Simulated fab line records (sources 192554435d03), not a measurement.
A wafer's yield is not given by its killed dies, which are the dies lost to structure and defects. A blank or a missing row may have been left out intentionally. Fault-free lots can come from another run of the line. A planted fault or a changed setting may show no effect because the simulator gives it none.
Which tool was responsible? | flow n5Finfet | 24 wafers from 9 lots sampled at 5 of the route's 1938 steps

WHAT THE GAUGES SHOWED, per wafer
N5_BEOL_M4_RC_MEAS_101. Usual: DIBL_N 36.0 mV/V, standard deviation 2.5; DIBL_P 36.7 mV/V, standard deviation 3; IOFF_N 0.16 nA/um, standard deviation 0.043; IOFF_P 0.21 nA/um, standard deviation 0.049; ION_N 673 uA/um, standard deviation 15; ION_P 461 uA/um, standard deviation 9.8; SS_N 71.5 mV/dec, standard deviation 0.83; SS_P 73.4 mV/dec, standard deviation 0.83; VT_N 250 mV, standard deviation 4; VT_P -251 mV, standard deviation 4.
lot  | measured     | on        | DIBL_N (mV/V)  | DIBL_P (mV/V)  | IOFF_N (nA/um) | IOFF_P (nA/um) | ION_N (uA/um) | ION_P (uA/um) | SS_N (mV/dec)  | SS_P (mV/dec)  | VT_N (mV)   | VT_P (mV)      | flag
L322 | day 7 17:22  | prober-01 | 32.1 33.0 31.8 | 33.7 33.8 33.3 | 0.12 0.14 0.12 | 0.18 0.18 0.17 | 657 671 663   | 456 459 459   | 70.5 71.7 70.7 | 72.6 72.8 72.1 | 254 254 252 | -254 -254 -250 | 
L323 | day 7 16:49  | prober-02 | 41.7 36.4 36.7 | 41.5 34.4 34.5 | 0.27 0.14 0.15 | 0.30 0.17 0.18 | 687 663 664   | 465 449 449   | 73.2 71.2 71.7 | 75.1 73.3 74.0 | 244 255 255 | -247 -257 -255 | 
L324 | day 8 12:34  | prober-02 | 36.6 38.3 34.3 | 37.3 38.7 34.4 | 0.18 0.20 0.13 | 0.19 0.22 0.16 | 697 686 676   | 468 459 463   | 71.9 72.2 70.9 | 74.1 74.5 73.0 | 248 247 254 | -254 -251 -255 | 
L327 | day 9 00:22  | prober-01 | 40.5 32.2 38.0 | 41.9 32.5 39.1 | 0.23 0.09 0.18 | 0.29 0.15 0.24 | 687 647 681   | 465 452 465   | 72.0 69.8 71.5 | 73.8 71.4 73.0 | 244 258 248 | -245 -253 -247 | 
L330 | day 10 00:31 | prober-01 | 35.0 36.9      | 35.9 38.2      | 0.13 0.16      | 0.19 0.23      | 665 664       | 456 460       | 71.3 72.0      | 73.1 74.3      | 254 252     | -253 -250      | 
L331 | day 10 02:14 | prober-01 | 39.2 33.3      | 43.4 35.7      | 0.28 0.13      | 0.32 0.17      | 689 677       | 470 463       | 72.0 69.9      | 75.1 72.6      | 242 251     | -244 -254      | 
L333 | day 11 02:11 | prober-02 | 35.1 37.1      | 34.3 36.4      | 0.14 0.19      | 0.19 0.21      | 686 678       | 473 457       | 70.6 71.6      | 73.1 73.3      | 252 247     | -254 -253      | 
L338 | day 12 06:11 | prober-01 | 34.1 37.5 33.7 | 34.3 37.5 34.6 | 0.12 0.18 0.12 | 0.15 0.20 0.17 | 682 693 666   | 458 462 460   | 70.1 72.1 71.0 | 72.9 74.3 73.0 | 251 249 253 | -257 -252 -252 | 
L342 | day 13 08:08 | prober-01 | 37.2 33.4 34.2 | 38.7 33.9 34.3 | 0.19 0.13 0.15 | 0.26 0.19 0.20 | 677 662 682   | 464 463 472   | 71.9 70.9 71.5 | 73.6 72.9 72.6 | 248 253 246 | -248 -250 -249 | 

EACH LOT AND THE TOOL THAT RAN IT (in order: tool; ch and the chambers of the sampled wafers; start)
lot  | N5_HKMG_FIN_ETCH_31              | N5_HKMG_FIN_NWFM_ALD_20           | N5_HKMG_FIN_ETCH_67              | N5_HKMG_FIN_ALD_72
L322 | rieDiel-06 ch 1,2,3, day 4 04:58 | aldMetal-04 ch 0,2, day 4 06:53   | rieDiel-06 ch 1,2, day 4 07:20   | cvdW-01 ch 0,1, day 4 08:28
L323 | rieDiel-04 ch 0,1, day 4 11:22   | aldMetal-04 ch 1,2,3, day 4 13:26 | rieDiel-04 ch 1,3, day 4 13:53   | cvdW-02 ch 0,1, day 4 15:01
L324 | rieDiel-04 ch 1,2, day 4 14:11   | aldMetal-04 ch 1,3, day 4 16:07   | rieDiel-06 ch 0,1, day 4 16:33   | cvdW-02 ch 0,1, day 4 17:41
L327 | rieDiel-06 ch 0,1,2, day 5 10:58 | aldMetal-01 ch 0,1,3, day 5 12:53 | rieDiel-04 ch 0,1,2, day 5 13:30 | cvdW-02 ch 0,1, day 5 14:37
L330 | rieDiel-04 ch 0,3, day 6 07:13   | aldMetal-03 ch 0, day 6 09:09     | rieDiel-06 ch 1,2, day 6 09:37   | cvdW-02 ch 0, day 6 10:44
L331 | rieDiel-05 ch 1,2, day 6 08:38   | aldMetal-04 ch 2, day 6 10:33     | rieDiel-05 ch 1,2, day 6 10:59   | cvdW-02 ch 1, day 6 12:05
L333 | rieDiel-04 ch 0,2, day 6 21:58   | aldMetal-04 ch 0,1, day 6 23:53   | rieDiel-05 ch 1, day 7 00:26     | cvdW-02 ch 1, day 7 01:32
L338 | rieDiel-06 ch 0,1,3, day 8 04:44 | aldMetal-03 ch 0,3, day 8 06:40   | rieDiel-06 ch 0,1,3, day 8 07:15 | cvdW-01 ch 0,1, day 8 08:22
L342 | rieDiel-06 ch 1,3, day 9 06:26   | aldMetal-01 ch 0,2,3, day 9 08:28 | rieDiel-06 ch 1,2,3, day 9 08:54 | cvdW-01 ch 0,1, day 9 10:01
- N5_HKMG_FIN_ETCH_31: etches SiARC in CF4, target depth 45.5 nm, time 75.8 s.
- N5_HKMG_FIN_NWFM_ALD_20: deposits TiAlC, target thk 2 nm, pulse time 3 s, purge time 2 s.
- N5_HKMG_FIN_ETCH_67: etches SOC in N2/H2, stops on TiN, target depth 388.9 nm.
- N5_HKMG_FIN_ALD_72: deposits W, target thk 2 nm, pulse time 1 s, purge time 2 s.

AS READ BY THE TOOLS THEMSELVES (means over the sampled wafers that have a number; for cases with no such wafer, the mark the record gives instead)
N5_HKMG_FIN_ETCH_31. Usual: chamberPressureMTorr 40.00 mTorr (standard deviation 0.035); drypumpMotorCurrentA 5.8 A (standard deviation 0.46); etchRfOnTimeS 75.0 s (standard deviation 2.6); oesProductAu 0.65 a.u. (standard deviation 0.077); rfVppV 183.4 V (standard deviation 1.1); showerheadPlenumPTorr 2.09 Torr (standard deviation 0.06); throttleValvePct 15.61 % (standard deviation 0.29).
lot  | tool       | chamberPressureMTorr (mTorr) | drypumpMotorCurrentA (A) | etchRfOnTimeS (s) | oesProductAu (a.u.) | rfVppV (V) | showerheadPlenumPTorr (Torr) | throttleValvePct (%) | flag
L322 | rieDiel-06 | 39.99                        | 6.0                      | 72.2              | 0.70                | 183.9      | 2.08                         | 15.60                | 
L323 | rieDiel-04 | 40.04                        | 5.5                      | 76.8              | 0.61                | 183.1      | 2.05                         | 15.46                | 
L324 | rieDiel-04 | 39.99                        | 5.4                      | 76.9              | 0.63                | 183.5      | 2.11                         | 15.44                | 
L327 | rieDiel-06 | 40.04                        | 6.0                      | 74.3              | 0.62                | 182.6      | 2.09                         | 15.86                | 
L330 | rieDiel-04 | 39.97                        | 5.5                      | 74.9              | 0.70                | 183.8      | 2.07                         | 15.32                | 
L331 | rieDiel-05 | 40.02                        | 5.6                      | 75.8              | 0.70                | 183.8      | 2.17                         | 15.39                | 
L333 | rieDiel-04 | 40.04                        | 5.7                      | 76.3              | 0.61                | 184.2      | 2.12                         | 15.63                | 
L338 | rieDiel-06 | 40.01                        | 6.4                      | 73.4              | 0.66                | 184.1      | 2.10                         | 15.78                | 
L342 | rieDiel-06 | 40.02                        | 6.3                      | 71.6              | 0.70                | 182.8      | 2.07                         | 15.56                | 

N5_HKMG_FIN_NWFM_ALD_20. Usual: heaterPowerW 527 W, standard deviation 56; precursorPulseHeightRel 1.002, standard deviation 0.02.
lot  | tool        | heaterPowerW (W) | precursorPulseHeightRel | flag
L322 | aldMetal-04 | 515              | 1.012                   | 
L323 | aldMetal-04 | 565              | 0.994                   | 
L324 | aldMetal-04 | 569              | 1.006                   | 
L327 | aldMetal-01 | 488              | 0.988                   | 
L330 | aldMetal-03 | 417              | 0.980                   | 
L331 | aldMetal-04 | 570              | 1.037                   | 
L333 | aldMetal-04 | 500              | 1.001                   | 
L338 | aldMetal-03 | 463              | 0.988                   | 
L342 | aldMetal-01 | 529              | 0.986                   | 

N5_HKMG_FIN_ETCH_67. Usual: chamberPressureMTorr 29.999 mTorr, standard deviation 0.025; drypumpMotorCurrentA 5.9 A, standard deviation 0.47; oesProductAu 0.75 a.u., standard deviation 0.082; rfVppV 240.1 V, standard deviation 1.2; showerheadPlenumPTorr 2.49 Torr, standard deviation 0.067; throttleValvePct 17.89 %, standard deviation 0.26.
lot  | tool       | chamberPressureMTorr (mTorr) | drypumpMotorCurrentA (A) | oesProductAu (a.u.) | rfVppV (V) | showerheadPlenumPTorr (Torr) | throttleValvePct (%) | flag
L322 | rieDiel-06 | 29.987                       | 5.8                      | 0.72                | 240.6      | 2.50                         | 18.09                | 
L323 | rieDiel-04 | 30.016                       | 5.3                      | 0.81                | 239.6      | 2.46                         | 17.34                | 
L324 | rieDiel-06 | 29.991                       | 6.2                      | 0.71                | 240.5      | 2.51                         | 18.05                | 
L327 | rieDiel-04 | 30.001                       | 5.5                      | 0.71                | 240.6      | 2.51                         | 17.75                | 
L330 | rieDiel-06 | 29.986                       | 5.7                      | 0.71                | 240.5      | 2.48                         | 18.13                | 
L331 | rieDiel-05 | 30.000                       | 5.6                      | 0.79                | 241.2      | 2.58                         | 17.66                | 
L333 | rieDiel-05 | 29.995                       | 6.0                      | 0.87                | 240.6      | 2.51                         | 17.62                | 
L338 | rieDiel-06 | 29.981                       | 6.4                      | 0.75                | 240.7      | 2.49                         | 17.97                | 
L342 | rieDiel-06 | 30.006                       | 6.0                      | 0.75                | 240.4      | 2.47                         | 18.03                | 

N5_HKMG_FIN_ALD_72. Usual: heaterPowerW 477 W, standard deviation 35; precursorPulseHeightRel 1.000, standard deviation 0.021.
lot  | tool    | heaterPowerW (W) | precursorPulseHeightRel | flag
L322 | cvdW-01 | 435              | 1.015                   | 
L323 | cvdW-02 | 491              | 1.004                   | 
L324 | cvdW-02 | 489              | 1.005                   | 
L327 | cvdW-02 | 504              | 0.994                   | 
L330 | cvdW-02 | 512              | 1.002                   | 
L331 | cvdW-02 | 479              | 1.002                   | 
L333 | cvdW-02 | 483              | 0.976                   | 
L338 | cvdW-01 | 434              | 1.025                   | 
L342 | cvdW-01 | 440              | 1.000                   | 

THE ANSWER, worked out from the rows above alone
Rule: a lot counts as off when the mean over its wafers that have a number is more than 3 standard deviations away from the usual mean. A lot without any number at a reading at which 4 lots or more have one is off too. The other lots that the step has rows for count as sound. The gauges are gone through in route order, then the tools' own readings, and for those a lot's mean is taken as printed above. At the first step where some lot is off, the reading lying furthest off is the one used; lots without a number count as furthest.
Across all readings shown, no lot is off: no conclusion can be drawn from this.

WHAT WAS PUT IN BY THE SIMULATOR
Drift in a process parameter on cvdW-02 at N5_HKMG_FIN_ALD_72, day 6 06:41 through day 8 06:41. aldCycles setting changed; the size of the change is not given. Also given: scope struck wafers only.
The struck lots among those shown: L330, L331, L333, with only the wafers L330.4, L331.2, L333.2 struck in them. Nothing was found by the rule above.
